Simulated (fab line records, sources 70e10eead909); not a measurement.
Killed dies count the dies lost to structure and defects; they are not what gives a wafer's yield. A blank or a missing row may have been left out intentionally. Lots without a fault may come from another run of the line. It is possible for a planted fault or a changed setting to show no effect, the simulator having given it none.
fab line records -- flow nandHarc
record: lots: 15, wafers: 43, lastDay: 24
route steps=1159 shown A_CONTACT@923
lots untouched by any fault: they come from a run of this same line in which no faults occurred
startH: the number of hours between the record's first day and the start of the first shown wafer of the lot -- waitH: time in hours since the lot's previous step -- " repeats the value in the row above -- L1.1+2: a single row standing in for several wafers -- - no value, or no start was given -- * or withheld: withheld -- < > ~ a bound
route shown NAME@n: a module of which the file shows steps, and the number in the route of the first -- usual: mean and standard deviation over wafers with no fault -- same: alike in all rows -- chamber/n: place in a boat -- sites: each site's reading -- _std_site: the values' standard deviation -- _edge_site: the outer-site mean with the inner-site mean subtracted -- radiusMm: how far each site lies from the wafer's centre -- mask NAME#n: copy n -- behind: tool/chamber where the wafer was last shaped -- hold: why the lot went on hold/how many hours it stayed there/how the hold came to an end -- device: the transistor (n, p or np) that didn't switch -- end of line: at the end of the route, the tests of the same wafers -- for a step that has no rows: nothing shown but its recipe -- killed: dies that structure and defects cost at the first sort, which is not the same as the wafer's yield -- map: per-die view of a wafer (x killed, . not killed, _ where there is no die)
set.NAME: setting as actually run; set.NAME@STEP: the setting as run at that earlier step -- model.NAME: the simulator's own value behind a step, which no gauge read
route steps across a sampled set of lots; one table per step, one row per wafer
services: from which hour (startH, from the record's first day; less than 0 if before it) a tool's chamber was out of use, for how many hours, and why
== steps ==
step: NHARC_A_CONTACT_DEP_84
recipe: targetThkA: 20000, tempC: 400, material: aC
usual: throttleValvePct: 35.000/0.0087
lot.wafer,tool,chamber,startH,waitH,throttleValvePct
L989.2,aclDep-02,0,386.41,-,35.002
L989.5,aclDep-02,0,386.41,-,34.984
L989.6,aclDep-02,0,386.41,-,34.997
L991.1,aclDep-02,0,390.36,-,34.989
L991.2,aclDep-02,0,390.36,-,34.998
L991.5,aclDep-02,0,390.36,-,34.990
L992.1,aclDep-03,0,390.54,-,34.992
L992.3,aclDep-03,0,390.54,-,34.995
L992.4,aclDep-03,0,390.54,-,34.995
L995.3,aclDep-01,0,421.19,-,34.989
L995.4,aclDep-01,0,421.19,-,35.008
L995.5,aclDep-01,0,421.19,-,35.020
L997.3,aclDep-03,0,429.73,-,35.011
L997.6,aclDep-03,0,429.73,-,34.990
L998.1,aclDep-02,0,431.29,-,35.002
L998.2,aclDep-02,0,431.29,-,35.016
L998.6,aclDep-02,0,431.29,-,35.004
L101.5,aclDep-02,0,448.04,-,34.987
L101.6,aclDep-02,0,448.04,-,35.002
L999.2,aclDep-03,0,450.10,-,35.001
L999.4,aclDep-03,0,450.10,-,35.011
L999.5,aclDep-03,0,450.10,-,34.997
L105.2,aclDep-03,0,486.97,-,35.000
L105.4,aclDep-03,0,486.97,-,34.997
L105.5,aclDep-03,0,486.97,-,35.001
L108.1,aclDep-01,0,487.76,-,34.995
L108.2,aclDep-01,0,487.76,-,34.990
L108.6,aclDep-01,0,487.76,-,35.011
L109.1,aclDep-02,0,504.85,-,35.020
L109.4,aclDep-02,0,504.85,-,34.995
L109.5,aclDep-02,0,504.85,-,35.003
L107.1,aclDep-03,0,509.32,-,35.005
L107.3,aclDep-03,0,509.32,-,34.996
L107.6,aclDep-03,0,509.32,-,34.998
L110.2,aclDep-02,0,512.73,-,34.989
L110.3,aclDep-02,0,512.73,-,35.014
L110.6,aclDep-02,0,512.73,-,35.003
L111.2,aclDep-03,0,515.98,-,34.992
L111.3,aclDep-03,0,515.98,-,35.010
L111.4,aclDep-03,0,515.98,-,35.006
L112.1,aclDep-02,0,523.32,-,35.002
L112.2,aclDep-02,0,523.32,-,34.999
L112.4,aclDep-02,0,523.32,-,35.003
step: NHARC_A_CONTACT_DESCUM_13
recipe: timeS: 3, o2FlowSccm: 200, arFlowSccm: 0, biasPowerW: 0, chemistry: O2
usual: drypumpMotorCurrentA: 5.6/0.31, mfcArSccm: 0.007/0.0097, oesProductAu: 1.000/0.0066, rfVppV: 57.6/0.98, showerheadPlenumPTorr: 1.91/0.068, throttleValvePct: 11.312/0.0089
same: timeS: 3
lot.wafer,tool,chamber,startH,waitH,drypumpMotorCurrentA,mfcArSccm,oesProductAu,rfHoursCounterH,rfVppV,showerheadPlenumPTorr,throttleValvePct
L989.2,rieDiel-04,2,388.28,0.1,5.1,0.006,0.999,34,56.7,1.91,11.317
L989.6,rieDiel-04,2,388.28,0.1,5.1,0.006,1.001,-,57.0,1.91,11.300
L989.5,rieDiel-04,3,388.28,0.1,5.7,0.021,1.008,-,58.2,1.96,11.318
L991.1,rieDiel-12,0,392.42,0.1,5.5,0,0.999,0,58.0,2.00,11.298
L991.2,rieDiel-12,1,392.42,0.1,5.8,0,1.002,0,56.4,1.90,11.297
L991.5,rieDiel-12,3,392.42,0.1,5.4,0.006,0.994,-,56.2,1.84,11.318
L992.1,rieDiel-02,1,392.59,0.1,5.8,0.032,1.001,26,58.2,1.88,11.315
L992.3,rieDiel-02,2,392.59,0.1,6.2,0.012,0.999,25,56.5,1.99,11.313
L992.4,rieDiel-02,0,392.59,0.1,5.6,0.016,0.990,28,59.4,2.01,11.319
L995.4,rieDiel-12,1,422.81,0.1,5.8,0,0.999,6,56.9,1.89,11.307
L995.3,rieDiel-12,0,422.81,0.1,5.5,0,1.002,5,59.6,2.00,11.306
L995.5,rieDiel-12,1,422.81,0.1,5.8,0,1.001,-,57.8,1.89,11.308
L997.3,rieDiel-12,0,431.40,0.1,5.5,0,1.008,6,58.0,2.00,11.304
L997.6,rieDiel-12,3,431.40,0.1,5.4,0.006,1.008,-,58.3,1.84,11.315
L998.1,rieDiel-12,1,433.56,0.1,5.8,0,1.006,8,58.4,1.89,11.318
L998.2,rieDiel-12,3,433.56,0.1,5.4,0.006,0.995,6,56.9,1.84,11.321
L998.6,rieDiel-12,2,433.56,0.1,5.9,0,1.002,-,56.1,1.84,11.317
L101.5,rieDiel-12,0,449.29,0.1,5.5,0,0.995,-,57.6,2.00,11.299
L101.6,rieDiel-12,1,449.29,0.1,5.8,0,1.002,-,58.3,1.89,11.310
L999.4,rieDiel-02,3,452.08,0.1,4.9,0,0.999,38,57.7,1.88,11.305
L999.2,rieDiel-02,0,452.08,0.1,5.6,0.016,0.993,47,58.9,2.00,11.313
L999.5,rieDiel-02,3,452.08,0.1,4.9,0,1.007,-,56.9,1.88,11.307
L105.2,rieDiel-02,1,488.96,0.1,5.8,0.032,0.998,62,57.1,1.87,11.303
L105.4,rieDiel-02,3,488.96,0.1,5.0,0,1.003,53,55.5,1.87,11.310
L105.5,rieDiel-02,1,488.96,0.1,5.8,0.032,0.993,-,57.2,1.87,11.297
L108.2,rieDiel-04,0,489.95,0.1,5.4,0,0.999,4,57.7,1.84,11.327
L108.1,rieDiel-04,2,489.95,0.1,5.1,0.006,1.010,4,57.1,1.90,11.326
L108.6,rieDiel-04,0,489.95,0.1,5.4,0,1.003,-,57.1,1.83,11.303
L109.1,rieDiel-12,2,507.07,0.1,5.9,0,1.003,20,56.9,1.83,11.325
L109.4,rieDiel-12,0,507.07,0.1,5.5,0,0.998,21,58.4,2.00,11.332
L109.5,rieDiel-12,3,507.07,0.1,5.4,0.006,0.994,-,57.9,1.83,11.317
L107.1,rieDiel-12,1,511.53,0.1,5.8,0,0.996,23,58.0,1.89,11.306
L107.3,rieDiel-12,2,511.53,0.1,5.9,0,1.003,22,57.7,1.83,11.303
L107.6,rieDiel-12,0,511.53,0.1,5.5,0,0.995,-,56.6,2.00,11.314
L110.3,rieDiel-12,2,514.60,0.1,5.9,0,1.003,23,57.0,1.83,11.319
L110.2,rieDiel-12,3,514.60,0.1,5.4,0.006,1.015,23,57.0,1.83,11.316
L110.6,rieDiel-12,0,514.60,0.1,5.5,0,1.000,-,60.7,1.99,11.317
L111.4,rieDiel-12,1,517.95,0.1,5.8,0,1.007,25,58.0,1.89,11.330
L111.2,rieDiel-12,3,517.95,0.1,5.5,0.006,1.003,24,57.0,1.83,11.310
L111.3,rieDiel-12,0,517.95,0.1,5.5,0,1.006,25,57.6,1.99,11.317
L112.2,rieDiel-12,3,525.43,0.1,5.5,0.006,1.012,26,58.1,1.83,11.313
L112.1,rieDiel-12,0,525.43,0.1,5.5,0,1.006,26,59.3,1.99,11.294
L112.4,rieDiel-12,1,525.43,0.1,5.8,0,0.992,27,57.8,1.89,11.302
step: NHARC_A_CONTACT_ETCH_88
recipe: targetDepthA: 390, overEtchFrac: 0.3, timeS: 65, ionEnergyEv: 80, cf4FlowSccm: 150, arFlowSccm: 0, rfW: 300, biasW: 100, chemistry: CF4
usual: drypumpMotorCurrentA: 5.6/0.31, mfcArSccm: 0.006/0.0098, oesProductAu: 1.000/0.0071, rfVppV: 151.3/1.1, runLengthS: 86.4/0.37, showerheadPlenumPTorr: 1.77/0.06, throttleValvePct: 13.284/0.0083
same: timeS: 65
lot.wafer,tool,chamber,startH,waitH,drypumpMotorCurrentA,mfcArSccm,oesProductAu,rfHoursCounterH,rfVppV,runLengthS,showerheadPlenumPTorr,throttleValvePct
L989.2,rieDiel-04,3,388.39,0.1,5.7,0.021,1.002,32,151.5,87.1,1.81,13.281
L989.5,rieDiel-04,0,388.39,0.1,5.4,0,0.998,-,151.8,86.0,1.71,13.286
L989.6,rieDiel-04,1,388.39,0.1,5.5,0,1.001,-,151.9,85.8,1.88,13.284
L991.2,rieDiel-12,3,392.50,0.1,5.5,0.006,1.006,0,151.8,86.7,1.71,13.278
L991.1,rieDiel-12,0,392.50,0.1,5.5,0,0.995,0,152.0,86.2,1.85,13.280
L991.5,rieDiel-12,1,392.50,0.1,5.8,0,1.005,-,151.1,86.5,1.75,13.303
L992.4,rieDiel-02,0,392.67,0.1,5.7,0.016,0.987,28,154.4,87.5,1.85,13.278
L992.3,rieDiel-02,2,392.67,0.1,6.2,0.012,1.001,25,153.3,87.0,1.84,13.265
L992.1,rieDiel-02,3,392.67,0.1,4.9,0,1.010,22,151.8,86.4,1.74,13.285
L995.4,rieDiel-12,2,422.90,0.1,5.9,0,0.990,5,149.3,86.9,1.70,13.275
L995.3,rieDiel-12,0,422.90,0.1,5.5,0,0.994,5,151.0,86.3,1.84,13.283
L995.5,rieDiel-12,3,422.90,0.1,5.4,0.006,1.005,-,150.9,86.7,1.71,13.294
L997.3,rieDiel-12,0,431.48,0.1,5.5,0,0.999,6,151.2,86.1,1.84,13.280
L997.6,rieDiel-12,1,431.48,0.1,5.8,0,0.988,-,151.6,86.4,1.75,13.281
L998.1,rieDiel-12,1,433.65,0.1,5.8,0,1.000,8,151.1,86.2,1.75,13.288
L998.2,rieDiel-12,2,433.65,0.1,5.8,0,1.006,7,149.1,86.4,1.70,13.282
L998.6,rieDiel-12,0,433.65,0.1,5.5,0,0.997,-,152.4,86.2,1.84,13.285
L101.5,rieDiel-12,2,449.36,0.1,5.9,0,0.994,-,149.7,86.1,1.70,13.294
L101.6,rieDiel-12,3,449.36,0.1,5.4,0.006,1.010,-,151.6,86.9,1.70,13.300
L999.4,rieDiel-02,2,452.16,0.1,6.2,0.012,0.997,44,151.3,86.3,1.83,13.262
L999.2,rieDiel-02,3,452.16,0.1,4.9,0,1.000,38,151.8,86.5,1.74,13.269
L999.5,rieDiel-02,2,452.16,0.1,6.2,0.012,0.995,-,150.5,86.4,1.83,13.283
L105.2,rieDiel-02,3,489.04,0.1,4.9,0,1.008,53,151.0,86.3,1.73,13.279
L105.4,rieDiel-02,1,489.04,0.1,5.8,0.032,0.993,62,151.4,86.3,1.73,13.281
L105.5,rieDiel-02,3,489.04,0.1,4.9,0,1.000,-,151.6,86.5,1.73,13.283
L108.2,rieDiel-04,3,490.04,0.1,5.7,0.021,1.005,5,152.0,86.8,1.80,13.276
L108.1,rieDiel-04,0,490.04,0.1,5.4,0,1.017,4,148.1,86.2,1.70,13.286
L108.6,rieDiel-04,2,490.04,0.1,5.1,0.006,1.015,-,150.0,85.7,1.76,13.294
L109.1,rieDiel-12,0,507.16,0.1,5.5,0,1.005,21,150.9,86.5,1.84,13.278
L109.4,rieDiel-12,1,507.16,0.1,5.8,0,0.999,21,150.9,86.6,1.75,13.287
L109.5,rieDiel-12,3,507.16,0.1,5.4,0.006,0.998,-,151.0,86.5,1.70,13.294
L107.1,rieDiel-12,2,511.78,0.2,5.8,0,0.994,22,151.1,86.4,1.70,13.284
L107.3,rieDiel-12,1,511.78,0.2,5.8,0,0.999,23,150.6,86.2,1.75,13.281
L107.6,rieDiel-12,2,511.78,0.2,5.8,0,0.993,-,149.5,86.1,1.70,13.284
L110.2,rieDiel-12,1,514.79,0.2,5.8,0,1.001,24,150.9,86.3,1.75,13.274
L110.3,rieDiel-12,3,514.79,0.2,5.4,0.006,1.003,24,151.2,86.6,1.70,13.294
L110.6,rieDiel-12,2,514.79,0.2,5.9,0,1.004,-,150.6,86.5,1.70,13.298
L111.2,rieDiel-12,2,518.04,0.1,5.9,0,1.005,23,149.0,86.1,1.70,13.268
L111.3,rieDiel-12,3,518.04,0.1,5.4,0.006,1.003,24,149.6,86.3,1.70,13.287
L111.4,rieDiel-12,0,518.04,0.1,5.5,0,1.000,25,153.1,86.1,1.84,13.289
L112.4,rieDiel-12,1,525.51,0.1,5.8,0,1.008,27,152.1,86.6,1.75,13.295
L112.2,rieDiel-12,2,525.51,0.1,5.9,0,1.003,25,150.4,86.2,1.70,13.284
L112.1,rieDiel-12,3,525.51,0.1,5.4,0.006,1.007,26,150.4,86.5,1.70,13.279
step: NHARC_A_CONTACT_ETCH_31
recipe: targetDepthA: 20000, overEtchFrac: 0.3, timeS: 520, ionEnergyEv: 150, o2FlowSccm: 400, cosFlowSccm: 20, arFlowSccm: 0, rfW: 500, biasW: 300, chemistry: O2/COS
usual: drypumpMotorCurrentA: 5.6/0.31, mfcArSccm: 0.006/0.0096, oesProductAu: 0.999/0.007, rfVppV: 314.1/1.7, runLengthS: 541.4/0.37, showerheadPlenumPTorr: 3.12/0.11, throttleValvePct: 28.330/0.0088
lot.wafer,tool,chamber,startH,waitH,drypumpMotorCurrentA,mfcArSccm,oesProductAu,rfHoursCounterH,rfVppV,runLengthS,showerheadPlenumPTorr,throttleValvePct
L989.2,rieDiel-04,0,389.02,-,5.4,0,0.993,32,312.0,540.7,3.02,28.329
L989.5,rieDiel-04,0,389.02,-,5.4,0,0.997,-,312.9,541.1,3.02,28.318
L989.6,rieDiel-04,1,389.02,-,5.5,0,0.991,-,317.2,541.0,3.33,28.325
L991.1,rieDiel-12,2,393.07,-,5.9,0,0.989,0,312.9,541.8,3.01,28.334
L991.2,rieDiel-12,3,393.07,-,5.4,0.006,0.998,1,311.2,541.2,3.01,28.316
L991.5,rieDiel-12,0,393.07,-,5.5,0,0.996,-,316.0,541.2,3.26,28.329
L992.4,rieDiel-02,2,393.22,-,6.2,0.012,1.006,26,316.5,542.0,3.24,28.333
L992.3,rieDiel-02,3,393.22,-,4.9,0,1.006,23,314.2,541.1,3.07,28.324
L992.1,rieDiel-02,0,393.22,-,5.6,0.016,1.005,28,316.2,542.1,3.27,28.331
L995.3,rieDiel-12,1,423.44,-,5.8,0,0.999,6,313.7,541.4,3.09,28.331
L995.4,rieDiel-12,2,423.44,-,5.9,0,0.991,5,311.8,541.8,3.00,28.334
L995.5,rieDiel-12,1,423.44,-,5.8,0,1.001,-,313.7,541.2,3.09,28.334
L997.3,rieDiel-12,3,432.33,-,5.4,0.006,1.007,6,313.9,541.3,3.01,28.314
L997.6,rieDiel-12,1,432.33,-,5.8,0,1.008,-,314.4,422.3,3.09,28.335
L998.1,rieDiel-12,3,434.15,-,5.4,0.006,1.000,7,311.7,541.2,3.01,28.334
L998.2,rieDiel-12,0,434.15,-,5.5,0,0.994,7,317.4,541.2,3.26,28.326
L998.6,rieDiel-12,3,434.15,-,5.4,0.006,0.995,-,312.4,423.1,3.01,28.337
L101.5,rieDiel-12,1,450.00,-,5.8,0,0.994,-,314.4,422.5,3.09,28.340
L101.6,rieDiel-12,2,450.00,-,5.9,0,1.003,-,314.0,422.6,3.00,28.328
L999.2,rieDiel-02,1,454.23,-,5.8,0.032,0.993,48,311.8,541.3,3.06,28.335
L999.4,rieDiel-02,2,454.23,-,6.3,0.012,0.998,45,315.6,542.0,3.23,28.325
L999.5,rieDiel-02,1,454.23,-,5.9,0.032,0.994,-,313.3,541.5,3.06,28.321
L105.2,rieDiel-02,2,489.54,-,6.2,0.012,0.997,60,317.5,541.3,3.22,28.342
L105.4,rieDiel-02,1,489.54,-,5.8,0.032,0.996,62,313.6,541.7,3.06,28.344
L105.5,rieDiel-02,3,489.54,-,4.9,0,1.008,-,311.5,541.4,3.06,28.329
L108.1,rieDiel-04,3,490.57,-,5.7,0.021,1.000,5,314.7,542.0,3.18,28.320
L108.2,rieDiel-04,0,490.57,-,5.4,0,0.985,5,312.8,540.7,3.00,28.321
L108.6,rieDiel-04,2,490.57,-,5.1,0.006,1.002,-,315.1,540.6,3.11,28.352
L109.1,rieDiel-12,3,507.66,-,5.4,0.006,0.988,21,312.5,541.2,3.00,28.327
L109.4,rieDiel-12,2,507.66,-,5.9,0,0.982,20,311.7,541.6,3.00,28.335
L109.5,rieDiel-12,3,507.66,-,5.4,0.006,0.995,-,312.2,542.0,3.00,28.340
L107.3,rieDiel-12,0,512.54,-,5.5,0,0.995,23,316.4,541.4,3.25,28.320
L107.1,rieDiel-12,3,512.54,-,5.5,0.006,1.010,23,310.4,541.2,3.00,28.326
L107.6,rieDiel-12,1,512.54,-,5.8,0,1.002,-,314.3,541.4,3.08,28.317
L110.2,rieDiel-12,2,515.33,-,5.9,0,0.999,23,312.0,541.3,3.00,28.340
L110.3,rieDiel-12,0,515.33,-,5.5,0,0.989,24,315.7,541.1,3.25,28.309
L110.6,rieDiel-12,1,515.33,-,5.8,0,1.002,-,312.3,541.1,3.08,28.345
L111.3,rieDiel-12,1,518.60,-,5.8,0,0.996,25,312.1,541.6,3.08,28.340
L111.4,rieDiel-12,3,518.60,-,5.4,0.006,1.009,25,311.6,541.3,3.00,28.320
L111.2,rieDiel-12,0,518.60,-,5.5,0,1.003,25,315.6,541.5,3.25,28.327
L112.1,rieDiel-12,1,526.06,-,5.8,0,0.993,27,312.9,541.4,3.08,28.324
L112.4,rieDiel-12,2,526.06,-,5.9,0,0.996,26,311.0,541.2,2.99,28.330
L112.2,rieDiel-12,0,526.06,-,5.5,0,0.999,27,314.6,541.3,3.25,28.337
== services ==
tool,chamber,startH,hours,kind
rieDiel-02,3,366.58,10.0,repair
rieDiel-12,-,379.56,9.0,pm
rieDiel-12,0,379.56,9.0,ventCycle
rieDiel-12,1,379.56,9.0,ventCycle
rieDiel-12,2,379.56,9.0,ventCycle
rieDiel-12,3,379.56,9.0,ventCycle
rieDiel-12,0,388.56,-,clean
rieDiel-12,1,388.56,-,clean
rieDiel-12,2,388.56,-,clean
rieDiel-12,3,388.56,-,clean
aclDep-03,-,407.07,13.0,pm
rieDiel-12,0,413.11,-,clean
rieDiel-12,1,413.11,-,clean
rieDiel-12,2,413.11,-,clean
rieDiel-02,3,445.76,3.6,repair
rieDiel-04,1,463.98,8.4,repair
rieDiel-04,-,466.09,9.0,pm
aclDep-01,-,474.76,13.0,pm
rieDiel-02,-,491.24,0.7,repair
rieDiel-12,2,493.22,6.1,repair
rieDiel-12,3,493.55,2.2,repair
rieDiel-02,3,495.51,2.1,repair
rieDiel-02,-,505.39,9.0,pm
rieDiel-02,-,524.53,0.9,repair
== key ==
firstSign: step: NHARC_A_CONTACT_ETCH_31, reading: runLengthS, direction: down, sigmas: 99+, usual: *, struck: *
effect none on later readings
metAt NHARC_A_CONTACT_ETCH_31
struckLots L997,L998,L101
struckWafers L997.6,L998.6,L101.5,L101.6
laterRowsLeftOut L998.6
sortLeftOut L997.6,L998.6,L101.5,L101.6
testerLeftOut L997,L998,L101
notActingAt NHARC_A_CONTACT_DEP_84,NHARC_A_CONTACT_DESCUM_13,NHARC_A_CONTACT_ETCH_88
onsetBetween 423.44 432.33
fault: kind: processParameterDrift, tool: rieDiel-12, chamber: -, onsetH: 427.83, steps: NHARC_A_CONTACT_ETCH_31, channel: timeS, offset: *, shape: step, endH: 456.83, scope: struckWafersOnly, actsIn: *, stated: *
testerLeftOut: of these lots the tester's yield and bins aren't shown, on N5 and GAA mostly nor the transistor test; their killed dies are dies lost to structure and defects alone, not to doping, threshold or leakage, so they don't give the yield
sortLeftOut: the simulated sort isn't trusted on such a fault, so these wafers' sort isn't shown, and their yield isn't known
laterRowsLeftOut: the simulator's readings of these wafers behind a module that went badly wrong aren't trusted and aren't shown, but for the sort
